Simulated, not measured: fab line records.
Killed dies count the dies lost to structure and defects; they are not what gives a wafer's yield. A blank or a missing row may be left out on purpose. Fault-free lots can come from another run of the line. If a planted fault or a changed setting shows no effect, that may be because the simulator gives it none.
Chamber matching -- flow nand harc -- NHARC_A_STAIRCASE_DEP_325 on pecvd-01: 3 sister chambers
The step deposits SiO2, target thk 3800 nm. 6 wafers are shown with their chamber, then 11 later ones without.

== WAFERS, EACH WITH ITS CHAMBER ==
wafer,chamber,mfc precursor sccm (sccm),susceptor temp C (C)
L084.5,0,199.3,399.79
L084.6,1,200.2,400.34
L086.1,0,199.6,399.96
L086.2,2,199.4,399.95
L086.4,2,199.9,400.12
L085.1,1,200.2,400.29

== WAFERS MISSING THEIR CHAMBER ==
wafer,mfc precursor sccm (sccm),susceptor temp C (C)
L085.3,199.4,399.79
L085.5,200.7,400.18
L088.1,200.9,400.18
L088.3,200.4,400.35
L088.4,200.0,400.07
L091.1,199.8,399.73
L091.2,200.1,399.83
L091.3,199.8,400.06
L092.1,201.0,400.00
L092.4,200.2,399.78
L092.5,200.1,399.62

== WHICH CHAMBER EACH ONE RAN IN ==
wafer,from the rows above,in truth
L085.3,can't be placed: 0 or 2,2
L085.5,1,1
L088.1,1,1
L088.3,1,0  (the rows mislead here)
L088.4,can't be placed: 2 or 1 or 0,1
L091.1,can't be placed: 0 or 2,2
L091.2,can't be placed: 0 or 2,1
L091.3,can't be placed: 2 or 0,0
L092.1,can't be placed: 1 or 2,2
L092.4,can't be placed: 0 or 2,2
L092.5,can't be placed: 0 or 2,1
Correctly placed: 2 of 11. These rows do not allow placing 8 (true chamber among the candidates in 6). 1 placed wrongly.
How it was worked out, from the rows above alone: a wafer's distance from a chamber is the root of the sum, over the readings, of the square of ((its reading less the chamber's mean) divided by the reading's scatter). The wafer belongs to the nearest chamber; if the next one is less than 2 further off, it can't be placed. The mean given for a chamber averages the wafers shown for that chamber. The scatter: the root of (the sum of the squares of (reading less its chamber's mean) over the shown wafers, divided by (wafers less chambers)).
